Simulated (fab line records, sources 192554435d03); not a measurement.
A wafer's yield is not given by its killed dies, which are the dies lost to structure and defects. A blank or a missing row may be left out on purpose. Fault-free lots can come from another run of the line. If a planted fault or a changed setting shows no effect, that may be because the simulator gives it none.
fab line records	flow n5Finfet
record: lots: 7	wafers: 21
route steps=1938 shown DUMMY_GATE@237 SD_EPI_N@275 HKMG_FIN@392 GATE_CUT@490 MOL_CONTACT_COAG@563 BEOL_M0_CUTY@713
startH: hours from the record's opening day to when the first of the lot's shown wafers began	waitH: time in hours since the lot's previous step	" repeats the value in the row above	L1.1+2: one row covering several wafers at once	- either no value or no given start	* or withheld: withheld	< > ~ a bound
route shown NAME@n: names a module that has steps shown in the file, with the first one's number in the route	usual: mean and standard deviation over wafers with no fault	same: alike in all rows	chamber/n: place in a boat	sites: each site's reading	_std_site: how widely they spread, as a standard deviation	_edge_site: inner sites' mean taken away from outer sites' mean	radiusMm: for every site, how far away it sits from the centre of the wafer	mask NAME#n: copy n	behind: the tool/chamber that last shaped the wafer	hold: why the lot went on hold/how many hours it stayed there/how the hold came to an end	device: transistor that didn't switch, given as n, p or np	end of line: at the end of the route, the tests of the same wafers	a step with no rows: only its recipe	killed: the dies lost at the first sort to structure and to defects; this is not the yield of the wafer	map: dies across one wafer; x = killed, . = not, _ = none there
set.NAME: the setting that was run; set.NAME@STEP: the one run at that earlier step	model.NAME: the simulator's own value behind a step, which no gauge read
one table per step and one row per wafer, for lots whose settings were changed on purpose
== steps ==
step: N5_DUMMY_GATE_ETCH_37
recipe: chemistry: N2/H2	target: SOC	targetDepthA: 600	overetchA: 300	tempC: 40	ionEnergyEv: 200	pressureMtorr: 30	sourceW: 840	biasW: 150	n2FlowSccm: 200	h2FlowSccm: 200
usual: rfVppV: 523.9/2.3
lot.wafer	tool	chamber	startH	waitH	set.sourceW	rfVppV	model.SiARC_of_DUMMY_GATE_COAT_35.thkNm
L075.1	rieDiel-04	3	57.28	0.0	840	523.3	5
L075.2	"	1	"	"	840	524.7	5
L075.6	"	3	"	"	840	523.5	5
L076.2	rieDiel-04	3	60.96	0.0	749.7	543.3	5.4
L076.4	"	1	"	"	840	524.3	5
L076.5	"	3	"	"	840	525.9	5
L079.1	rieDiel-04	3	79.22	0.0	840	523.6	5
L079.3	"	2	"	"	840	521.8	5
L079.6	"	3	"	"	840	523.1	5
L081.2	rieDiel-04	3	89.76	0.0	762	542.0	5.2
L081.3	"	1	"	"	762	539.4	5.2
L081.5	"	3	"	"	840	524.3	5
L088.3	rieDiel-03	2	131.24	0.0	840	521.5	5.2
L088.5	"	2	"	"	840	522.2	5.2
L088.6	"	1	"	"	901.9	512.4	4.8
L089.1	rieDiel-03	1	136.38	0.0	840	525.4	5
L089.4	"	1	"	"	840	526.3	5
L089.6	"	0	"	"	704.5	551.2	5.6
L093.1	rieDiel-04	1	160.24	0.0	840	522.1	5
L093.3	"	3	"	"	775.6	538.0	5.2
L093.4	"	0	"	"	840	525.5	5
step: N5_SD_EPI_N_ETCH_35
recipe: chemistry: N2/H2	target: SOC	overetchA: 1080	maskMaterial: SiARC	tempC: 40	ionEnergyEv: 100	sourceW: 3000	biasW: 133	pressureMtorr: 20	timeS: 486	n2FlowSccm: 200	h2FlowSccm: 200
lot.wafer	tool	chamber	startH	waitH	set.timeS	model.SiARC_of_SD_EPI_N_COAT_33.thkNm
L075.1	rieDiel-02	1	60.64	0.0	559	17.8
L075.2	"	3	"	"	486	19.8
L075.6	"	1	"	"	486	20
L076.2	rieDiel-02	3	63.20	0.0	486	19.8
L076.4	"	0	"	"	486	20.2
L076.5	"	3	"	"	486	20
L079.1	rieDiel-05	3	81.49	0.0	486	19.4
L079.3	"	1	"	"	486	20
L079.6	"	0	"	"	486	19.6
L081.2+3	rieDiel-05	3,2	92.35	0.0	486	19.6
L081.5	"	1	"	"	486	20.2
L088.3+5	rieDiel-05	2	134.31	0.0	486	19.6
L088.6	"	1	"	"	486	20
L089.1	rieDiel-01	1	138.58	0.0	486	19.4
L089.4	"	3	"	"	486	20
L089.6	"	1	"	"	406.8	21.8
L093.1	rieDiel-02	2	162.58	0.0	486	19.6
L093.3	"	1	"	"	486	20.2
L093.4	"	0	"	"	400.8	22.8
step: N5_SD_EPI_N_ETCH_16
recipe: chemistry: CHF3/O2	target: SiO2	targetDepthA: 50	maskMaterial: SOC	pressureMtorr: 30	sourceW: 650	biasW: 170	Ar_flow_sccm: 200	CHF3_flow_sccm: 50	O2_flow_sccm: 5	ionEnergyEv: 200
lot.wafer	tool	chamber	startH	waitH	set.targetDepthA	model.etch.depthNm
L075.1	rieDiel-02	1	61.17	0.1	50	4.987
L075.2	"	3	"	"	47.28	4.713
L075.6	"	1	"	"	50	4.906
L076.2	rieDiel-02	3	63.72	0.1	54.34	5.385
L076.4	"	0	"	"	54.34	5.321
L076.5	"	3	"	"	50	4.953
L079.1	rieDiel-05	3	82.02	0.1	50	5.055
L079.3	"	1	"	"	50	4.97
L079.6	"	0	"	"	50	5.03
L081.2	rieDiel-05	3	92.87	0.1	50	4.969
L081.3	"	2	"	"	44.57	4.461
L081.5	"	1	"	"	50	4.916
L088.3	rieDiel-05	2	134.84	0.1	48.47	4.863
L088.5	"	2	"	"	50	4.999
L088.6	"	1	"	"	50	4.904
L089.1	rieDiel-01	1	139.10	0.1	50	5.08
L089.4	"	3	"	"	50	4.853
L089.6	"	1	"	"	50	5.055
L093.1	rieDiel-02	2	163.11	0.1	50	5.056
L093.3	"	1	"	"	47.42	4.662
L093.4	"	0	"	"	47.42	4.665
step: N5_HKMG_FIN_COAT_43
recipe: resist: CAR-ArF	spinRpm: 1500	resistThkNm: 90
lot.wafer	tool	chamber	startH	waitH	set.spinRpm	model.CAR-ArF_of_HKMG_FIN_COAT_43.thkNm
L075.1	lithoTrack-02	0	-	-	1500	90
L075.2	"	0	"	"	1408	92.8
L075.6	"	0	"	"	1408	93.2
L076.2	lithoTrack-02	0	-	-	1500	90
L076.4	"	0	"	"	1668	85.6
L076.5	"	0	"	"	1500	90.4
L079.1	lithoTrack-02	0	-	-	1500	90.6
L079.3	"	0	"	"	1500	90.8
L079.6	"	0	"	"	1500	90.4
L081.2	lithoTrack-02	0	-	-	1660	85.8
L081.3	"	0	"	"	1500	90
L081.5	"	0	"	"	1660	86
L088.3	lithoTrack-05	0	-	-	1598	87.2
L088.5	"	0	"	"	1500	90.2
L088.6	"	0	"	"	1598	87
L089.1	lithoTrack-05	0	-	-	1500	89.8
L089.4	"	0	"	"	1573	88
L089.6	"	0	"	"	1500	90.2
L093.1+3	lithoTrack-05	0	-	-	1500	90.6
L093.4	"	0	"	"	1500	90.4
step: N5_HKMG_FIN_EBR_45
recipe: solvent: PGMEA	ebrWidthMm: 1.5
step: N5_HKMG_FIN_SOFTBAKE_44
recipe: tempC: 110	timeS: 60	resist: CAR-ArF
step: N5_HKMG_FIN_DESCUM_53
recipe: chemistry: O2	timeS: 7.9	sourcePowerW: 50	biasPowerW: 20	pressureMtorr: 20	rfFrequencyHz: 2.712e+07	tempC: 40	resist: CAR-ArF	o2FlowSccm: 225
lot.wafer	tool	chamber	startH	waitH	set.spinRpm@HKMG_FIN_COAT_43	model.CAR-ArF_of_HKMG_FIN_COAT_43.thkNm
L075.1	rieDiel-05	1	82.75	0.0	1500	83.4
L075.2	"	3	"	"	1408	86.2
L075.6	"	0	"	"	1408	86.6
L076.2	rieDiel-05	2	85.62	0.2	1500	83.4
L076.4	"	3	"	"	1668	79
L076.5	"	2	"	"	1500	84
L079.1+6	rieDiel-02	3,1	106.46	0.1	1500	84
L079.3	"	0	"	"	1500	84.2
L081.2+5	rieDiel-01	1,2	117.01	0.0	1660	79.4
L081.3	"	3	"	"	1500	83.4
L088.3+6	rieDiel-05	1	157.04	0.0	1598	80.6
L088.5	"	0	"	"	1500	83.6
L089.1	rieDiel-05	2	160.21	0.0	1500	83.2
L089.4	"	1	"	"	1573	81.6
L089.6	"	3	"	"	1500	83.6
L093.1+3	rieDiel-01	0,3	183.82	0.0	1500	84
L093.4	"	1	"	"	1500	83.8
step: N5_HKMG_FIN_ETCH_35
recipe: chemistry: N2/H2	target: SOC	targetDepthA: 2158	ionEnergyEv: 65	biasW: 5	sourceW: 3000	timeS: 243.4	pressureMtorr: 30	n2FlowSccm: 200	h2FlowSccm: 200
lot.wafer	tool	chamber	startH	waitH	set.timeS	model.HKMG_FIN.featureDepthNm	model.SOC_of_HKMG_FIN_COAT_29.thkNm	model.etch.depthNm
L075.1	rieDiel-02	2	86.73	0.0	273.7	238.2	60.8	238.2
L075.2	"	1	"	"	273.7	237.2	62.2	237.1
L075.6	"	3	"	"	243.4	215.4	84.6	215.4
L076.2	rieDiel-01	1	89.33	0.0	243.4	219.4	80.4	219.5
L076.4	"	3	"	"	243.4	211	88.6	211
L076.5	"	1	"	"	243.4	221.8	78.6	221.8
L079.1	rieDiel-01	1	110.21	0.0	243.4	217.2	85	217.2
L079.3	"	3	"	"	243.4	207	95.2	206.9
L079.6	"	0	"	"	243.4	211.4	91.2	211.3
L081.2	rieDiel-01	3	120.56	0.0	243.4	210.8	89.8	210.8
L081.3	"	1	"	"	243.4	221.2	78.2	221.2
L081.5	"	3	"	"	243.4	212.4	86.4	212.4
L088.3	rieDiel-01	2	161.16	0.0	243.4	213.4	86.6	213.4
L088.5	"	3	"	"	243.4	212.2	87	212.2
L088.6	"	0	"	"	243.4	215.8	83.6	215.9
L089.1	rieDiel-05	3	163.97	0.0	243.4	221.6	78.2	221.6
L089.4	"	1	"	"	243.4	211.8	87.8	211.8
L089.6	"	0	"	"	189.2	166.6	134.4	166.5
L093.1	rieDiel-02	2	187.54	0.0	243.4	218.2	81	218.2
L093.3	"	1	"	"	243.4	209.2	91	209.2
L093.4	"	3	"	"	243.4	210.6	88.6	210.6
step: N5_GATE_CUT_DESCUM_18
recipe: chemistry: O2	timeS: 7	sourcePowerW: 50	biasPowerW: 20	pressureMtorr: 20	rfFrequencyHz: 2.712e+07	tempC: 40	resist: CAR-EUV	o2FlowSccm: 225
lot.wafer	tool	chamber	startH	waitH	set.timeS	model.CAR-EUV_of_GATE_CUT_COAT_07.thkNm
L075.1+2+6	rieDiel-04	0,1,3	94.97	0.0	7	26
L076.2	rieDiel-04	0	98.23	0.0	7	26.2
L076.4+5	"	1,3	"	"	5.823	26.8
L079.1+3+6	rieDiel-06	3,1,3	118.27	0.0	7	26.2
L081.2	rieDiel-03	0	128.48	0.1	6.405	26.4
L081.3+5	"	1,2	"	"	7	26.2
L088.3	rieDiel-03	1	169.24	0.0	7	26
L088.5+6	"	0,3	"	"	7.639	25.8
L089.1	rieDiel-03	2	171.89	0.0	7	26
L089.4+6	"	0,3	"	"	8.056	25.6
L093.1+4	rieDiel-03	0,3	196.75	0.0	5.838	26.6
L093.3	"	1	"	"	5.838	26.4
step: N5_GATE_CUT_ETCH_36
recipe: chemistry: CF4	target: SiARC	targetDepthA: 130	maskMaterial: CAR-EUV	timeS: 21.7	ionEnergyEv: 80	pressureMtorr: 40	sourceW: 545	biasW: 36	Ar_flow_sccm: 100	cf4FlowSccm: 100	ends: cleared
lot.wafer	tool	chamber	startH	waitH	set.cf4FlowSccm	set.timeS@GATE_CUT_DESCUM_18	model.CAR-EUV_of_GATE_CUT_COAT_07.thkNm
L075.1+2	rieDiel-04	0,1	95.02	0.0	100	7	6.8
L075.6	"	3	"	"	100	7	7
L076.2	rieDiel-04	0	98.29	0.0	112	7	7
L076.4+5	"	1,3	"	"	100	5.823	7.6
L079.1	rieDiel-06	3	118.32	0.0	100	7	7.2
L079.3+6	"	1,3	"	"	100	7	7
L081.2	rieDiel-03	0	128.54	0.0	115.3	6.405	7.2
L081.3	"	1	"	"	100	7	7
L081.5	"	2	"	"	100	7	6.8
L088.3	rieDiel-03	1	169.29	0.0	112.8	7	7
L088.5+6	"	0,3	"	"	100	7.639	6.6
L089.1	rieDiel-03	2	171.94	0.0	80.27	7	6.6
L089.4	"	0	"	"	100	8.056	6.2
L089.6	"	3	"	"	100	8.056	6.4
L093.1+4	rieDiel-03	0,3	196.81	0.0	100	5.838	7.4
L093.3	"	1	"	"	89.34	5.838	7.4
step: N5_MOL_CONTACT_COAG_PECVD_31
recipe: material: SiO2	targetThkA: 460	tempC: 400	precursor: TEOS/O2	pressureTorr: 6.5	rfW: withheld	teosFlowSccm: withheld	gas: O2	flowSccm: 2650	timeS: 8.9
lot.wafer	tool	chamber	startH	waitH	set.tempC	model.SiO2_of_MOL_CONTACT_COAG_PECVD_31.thkNm
L075.1	pecvd-03	2	106.68	0.3	400	45.2
L075.2	"	1	"	"	406	43.6
L075.6	"	1	"	"	400	45.8
L076.2	pecvd-01	0	112.74	0.3	400	46.2
L076.4	"	1	"	"	400	47
L076.5	"	0	"	"	411.4	43.6
L079.1	pecvd-01	2	132.16	0.3	400	45.2
L079.3	"	1	"	"	400	44.8
L079.6	"	0	"	"	400	46
L081.2+5	pecvd-03	2,1	140.49	0.3	400	45.4
L081.3	"	1	"	"	400	44.8
L088.3	pecvd-03	1	184.95	0.3	388.5	48
L088.5	"	1	"	"	400	45.6
L088.6	"	0	"	"	388.5	48.4
L089.1	pecvd-04	1	185.65	0.3	384.8	49.8
L089.4	"	2	"	"	384.8	51.2
L089.6	"	1	"	"	400	46.6
L093.1+3	pecvd-04	0,2	212.94	0.3	413.2	42.4
L093.4	"	2	"	"	400	46.8
step: N5_MOL_CONTACT_COAG_COAT_75
recipe: resist: SOC	tempC: 250	timeS: 60	spinRpm: 1500	resistThkNm: 60
step: N5_MOL_CONTACT_COAG_COAT_76
recipe: resist: SiARC	tempC: 220	timeS: 60	spinRpm: 1500	resistThkNm: 10
step: N5_MOL_CONTACT_COAG_ETCHBACK_135
recipe: chemistry: CHF3	target: SiO2	targetDepthA: 250	timeS: 16.7	ionEnergyEv: 200	pressureMtorr: 30	sourceW: 610	biasW: 170	Ar_flow_sccm: 200	CHF3_flow_sccm: 50
step: N5_MOL_CONTACT_COAG_STRIP_118
recipe: chemistry: CHF3	resist: SiARC	rfFrequencyHz: 6e+07
step: N5_MOL_CONTACT_COAG_VIA_ETCH_46
recipe: chemistry: C4F6/O2	targetDepthA: 460	overetchA: 92	maskMaterial: SOC	target: SiO2	biasW: 455	pressureMtorr: 10	timeS: 40	sourceW: 325	Ar_flow_sccm: 300	C4F6_flow_sccm: 10	O2_flow_sccm: 10	ionEnergyEv: 575.3	ends: endPoint
lot.wafer	tool	chamber	startH	waitH	set.tempC@MOL_CONTACT_COAG_PECVD_31	model.etch.depthNm
L075.1	rieDiel-02	0	107.66	0.0	400	45.12
L075.2	"	3	"	"	406	43.66
L075.6	"	3	"	"	400	45.85
L076.2	rieDiel-01	2	113.84	0.0	400	46.2
L076.4	"	2	"	"	400	46.91
L076.5	"	3	"	"	411.4	43.58
L079.1	rieDiel-02	1	133.37	0.0	400	45.15
L079.3	"	3	"	"	400	44.87
L079.6	"	1	"	"	400	45.97
L081.2	rieDiel-01	3	141.54	0.0	400	45.44
L081.3	"	1	"	"	400	44.79
L081.5	"	3	"	"	400	45.41
L088.3	rieDiel-01	1	187.73	0.0	388.5	48.09
L088.5	"	0	"	"	400	45.56
L088.6	"	1	"	"	388.5	48.42
L089.1	rieDiel-02	1	187.94	0.0	384.8	49.73
L089.4	"	2	"	"	384.8	51.14
L089.6	"	2	"	"	400	46.68
L093.1	rieDiel-02	2	214.03	0.0	413.2	42.42
L093.3	"	0	"	"	413.2	42.48
L093.4	"	3	"	"	400	46.78
step: N5_MOL_CONTACT_COAG_COAT_63
recipe: resist: SiARC	tempC: 220	timeS: 60	spinRpm: 1500	resistThkNm: 10
lot.wafer	tool	chamber	startH	waitH	set.spinRpm
L075.1+6	lithoTrack-02	0	-	-	1500
L075.2	"	0	"	"	1643
L076.2+4+5	lithoTrack-02	0	-	-	1618
L079.1+3+6	lithoTrack-03	0	-	-	1500
L081.2+3	lithoTrack-03	0	-	-	1500
L081.5	"	0	"	"	1603
L088.3+5+6	lithoTrack-03	0	-	-	1620
L089.1+4+6	lithoTrack-03	0	-	-	1500
L093.1+3+4	lithoTrack-03	0	-	-	1500
step: N5_MOL_CONTACT_COAG_EXPOSE_37
recipe: maskId: VD	na: 0.33	sourceShape: annular	sigmaInner: 0.3	sigmaOuter: 0.7	polarization: unpolarized	defocusNm: 0	doseMj: 62
lot.wafer	tool	chamber	startH	waitH	mask	set.doseMj
L075.1+2+6	euvScanner-01	0	108.17	-	VD#0	62
L076.2+4+5	euvScanner-01	0	114.36	-	VD#0	62
L079.1+3+6	euvScanner-01	0	133.88	-	VD#0	62
L081.2+5	euvScanner-02	0	142.18	-	VD#0	58.04
L081.3	"	0	"	"	VD#0	62
L088.3+5+6	euvScanner-01	0	188.26	-	VD#0	62
L089.1+4+6	euvScanner-01	0	188.48	-	VD#0	62
L093.1	euvScanner-01	0	214.66	-	VD#0	57.78
L093.3+4	"	0	"	"	VD#0	62
step: N5_MOL_CONTACT_COAG_PEB_38
recipe: pebTempC: 100	pebTimeS: 60	resist: CAR-EUV
step: N5_MOL_CONTACT_COAG_DEVELOP_39
recipe: developTimeS: 30	developer: TMAH	resist: CAR-EUV	rinseLiquid: surfactantRinse	dry: airSpin	devTempC: 23
step: N5_MOL_CONTACT_COAG_DESCUM_45
recipe: chemistry: O2	timeS: 7	sourcePowerW: 50	biasPowerW: 20	pressureMtorr: 20	rfFrequencyHz: 2.712e+07	tempC: 40	resist: CAR-EUV	o2FlowSccm: 225
step: N5_MOL_CONTACT_COAG_ETCH_65
recipe: chemistry: N2/H2	target: underlayer	targetDepthA: 130	maskMaterial: CAR-EUV	timeS: 10.4	ionEnergyEv: 200	pressureMtorr: 30	sourceW: 840	biasW: 150	n2FlowSccm: 200	h2FlowSccm: 200	ends: cleared
step: N5_MOL_CONTACT_COAG_ETCH_66
recipe: chemistry: CF4	target: SiARC	targetDepthA: 130	maskMaterial: CAR-EUV	timeS: 21.7	ionEnergyEv: 80	pressureMtorr: 40	sourceW: 545	biasW: 36	Ar_flow_sccm: 100	cf4FlowSccm: 100	ends: cleared
lot.wafer	tool	chamber	startH	waitH	set.spinRpm@MOL_CONTACT_COAG_COAT_63	model.etch.depthNm
L075.1	rieDiel-05	0	108.53	0.0	1500	9.956
L075.2	"	2	"	"	1643	9.526
L075.6	"	3	"	"	1500	9.969
L076.2	rieDiel-01	2	114.67	0.0	1618	9.64
L076.4	"	2	"	"	1618	9.623
L076.5	"	3	"	"	1618	9.616
L079.1	rieDiel-01	3	134.20	0.0	1500	9.999
L079.3	"	2	"	"	1500	9.992
L079.6	"	3	"	"	1500	10.02
L081.2	rieDiel-01	3	142.50	0.0	1500	10.01
L081.3	"	1	"	"	1500	10.02
L081.5	"	1	"	"	1603	9.667
L088.3	rieDiel-05	1	188.58	0.0	1620	9.65
L088.5	"	3	"	"	1620	9.647
L088.6	"	0	"	"	1620	9.611
L089.1	rieDiel-01	2	188.85	0.0	1500	9.985
L089.4	"	0	"	"	1500	9.963
L089.6	"	3	"	"	1500	9.993
L093.1	rieDiel-02	2	214.99	0.0	1500	10.04
L093.3	"	1	"	"	1500	10.06
L093.4	"	3	"	"	1500	10.03
step: N5_MOL_CONTACT_COAG_ALD_133
recipe: material: SiO2	targetThkA: 50	tempC: 100	aldPrecursorFamily: BDEAS	aldCoReactant: O2-plasma	pulseTimeS: 1	coReactantPulseTimeS: 1	purgeTimeS: 2	coReactantPurgeTimeS: 2	aldCycles: 35	pressureTorr: 2
step: N5_MOL_CONTACT_COAG_ETCHBACK_134
recipe: chemistry: CHF3	target: SiO2	targetDepthA: 100	timeS: 6.7	ionEnergyEv: 200	pressureMtorr: 30	sourceW: 610	biasW: 170	Ar_flow_sccm: 200	CHF3_flow_sccm: 50
step: N5_MOL_CONTACT_COAG_PRECLEAN_138
recipe: chemistry: alkalineClean	tempC: 60	timeS: 60	doPpb: 50
step: N5_MOL_CONTACT_COAG_SRD_139
recipe: dry: ipaMarangoni	timeS: 30	tempC: 23	rinseLiquid: diw
step: N5_MOL_CONTACT_COAG_CD_MEAS_101
recipe: targetCdNm: 16
usual: cdNm: 16.00/0.29
lot.wafer	tool	chamber	startH	waitH	set.doseMj@MOL_CONTACT_COAG_EXPOSE_37	cdNm
L075.1	cdSem-03	-	109.31	0.0	62	15.75
L075.2	"	-	"	"	62	16.15
L075.6	"	-	"	"	62	15.84
L076.2	cdSem-02	-	115.49	0.0	62	16.29
L076.4	"	-	"	"	62	16.36
L076.5	"	-	"	"	62	16.68
L079.1	cdSem-01	-	135.34	0.0	62	16.02
L079.3	"	-	"	"	62	16.41
L079.6	"	-	"	"	62	15.76
L081.2	cdSem-01	-	143.39	0.0	58.04	15.11
L081.3	"	-	"	"	62	15.99
L081.5	"	-	"	"	58.04	14.76
L088.3	cdSem-03	-	189.52	0.0	62	16.00
L088.5	"	-	"	"	62	16.07
L088.6	"	-	"	"	62	16.03
L089.1	cdSem-02	-	189.86	0.0	62	15.86
L089.4	"	-	"	"	62	15.70
L089.6	"	-	"	"	62	16.40
L093.1	cdSem-03	-	215.94	0.0	57.78	14.52
L093.3	"	-	"	"	62	16.20
L093.4	"	-	"	"	62	15.98
step: N5_BEOL_M0_CUTY_ETCH_63
recipe: chemistry: N2/H2	target: SOC	targetDepthA: 827	overetchA: 165	maskMaterial: SiARC	tempC: 40	ionEnergyEv: 200	timeS: 124	pressureMtorr: 30	sourceW: 840	biasW: 150	n2FlowSccm: 200	h2FlowSccm: 200
lot.wafer	tool	chamber	startH	waitH	set.timeS	model.SiO2_of_BEOL_M0_SAQP_SPACER2_ALD_26.thkNm
L075.1	rieDiel-02	1	120.41	0.0	124	7
L075.2+6	"	2,3	"	"	143.7	6.6
L076.2	rieDiel-02	3	128.87	0.0	124	7
L076.4	"	0	"	"	124	7.2
L076.5	"	3	"	"	149.8	6.4
L079.1	rieDiel-01	0	147.06	0.0	124	7.2
L079.3+6	"	1	"	"	124	7
L081.2	rieDiel-05	0	156.19	0.0	124	7.2
L081.3+5	"	2	"	"	124	7
L088.3	rieDiel-05	3	201.22	0.0	124	7
L088.5	"	2	"	"	124	7.2
L088.6	"	3	"	"	137.9	6.6
L089.1	rieDiel-02	2	207.02	0.0	124	7
L089.4	"	1	"	"	124	7.4
L089.6	"	1	"	"	124	7.2
L093.1+4	rieDiel-02	3,0	229.36	0.0	124	7
L093.3	"	1	"	"	124	7.2
== key ==
split: step: N5_DUMMY_GATE_ETCH_37	setting: sourceW	stated: 840	by: wafer
response: step: N5_DUMMY_GATE_ETCH_37	reading: rfVppV	change: -1.63	per: 1%	r: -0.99
response: step: N5_DUMMY_GATE_ETCH_37	reading: model.SiARC_of_DUMMY_GATE_COAT_35.thkNm	change: -0.0353	per: 1%	r: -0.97
split: step: N5_SD_EPI_N_ETCH_35	setting: timeS	stated: 486	by: wafer
response: step: N5_SD_EPI_N_ETCH_35	reading: model.SiARC_of_SD_EPI_N_COAT_33.thkNm	change: -0.146	per: 1%	r: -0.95
split: step: N5_SD_EPI_N_ETCH_16	setting: targetDepthA	stated: 50	by: wafer
response: step: N5_SD_EPI_N_ETCH_16	reading: model.etch.depthNm	change: +0.0474	per: 1%	r: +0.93
split: step: N5_HKMG_FIN_COAT_43	setting: spinRpm	stated: 1500	by: wafer
response: step: N5_HKMG_FIN_COAT_43	reading: model.CAR-ArF_of_HKMG_FIN_COAT_43.thkNm	change: -0.419	per: 1%	r: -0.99
response: step: N5_HKMG_FIN_DESCUM_53	reading: model.CAR-ArF_of_HKMG_FIN_COAT_43.thkNm	change: -0.414	per: 1%	r: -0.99
split: step: N5_HKMG_FIN_ETCH_35	setting: timeS	stated: 243.4	by: wafer
response: step: N5_HKMG_FIN_ETCH_35	reading: model.HKMG_FIN.featureDepthNm	change: +2.14	per: 1%	r: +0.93
response: step: N5_HKMG_FIN_ETCH_35	reading: model.SOC_of_HKMG_FIN_COAT_29.thkNm	change: -2.2	per: 1%	r: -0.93
response: step: N5_HKMG_FIN_ETCH_35	reading: model.etch.depthNm	change: +2.14	per: 1%	r: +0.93
split: step: N5_GATE_CUT_DESCUM_18	setting: timeS	stated: 7	by: wafer
response: step: N5_GATE_CUT_DESCUM_18	reading: model.CAR-EUV_of_GATE_CUT_COAT_07.thkNm	change: -0.0295	per: 1%	r: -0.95
response: step: N5_GATE_CUT_ETCH_36	reading: model.CAR-EUV_of_GATE_CUT_COAT_07.thkNm	change: -0.0313	per: 1%	r: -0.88
split: step: N5_GATE_CUT_ETCH_36	setting: cf4FlowSccm	stated: 100	by: wafer
response none clear
split: step: N5_MOL_CONTACT_COAG_PECVD_31	setting: tempC	stated: 400	by: wafer
response: step: N5_MOL_CONTACT_COAG_PECVD_31	reading: model.SiO2_of_MOL_CONTACT_COAG_PECVD_31.thkNm	change: -1.1	per: 1%	r: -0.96
response: step: N5_MOL_CONTACT_COAG_VIA_ETCH_46	reading: model.etch.depthNm	change: -1.08	per: 1%	r: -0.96
split: step: N5_MOL_CONTACT_COAG_COAT_63	setting: spinRpm	stated: 1500	by: wafer
response: step: N5_MOL_CONTACT_COAG_ETCH_66	reading: model.etch.depthNm	change: -0.0475	per: 1%	r: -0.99
split: step: N5_MOL_CONTACT_COAG_EXPOSE_37	setting: doseMj	stated: 62	by: wafer
response: step: N5_MOL_CONTACT_COAG_CD_MEAS_101	reading: cdNm	change: +0.2	per: 1%	r: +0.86
split: step: N5_BEOL_M0_CUTY_ETCH_63	setting: timeS	stated: 124	by: wafer
response: step: N5_BEOL_M0_CUTY_ETCH_63	reading: model.SiO2_of_BEOL_M0_SAQP_SPACER2_ALD_26.thkNm	change: -0.0327	per: 1%	r: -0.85
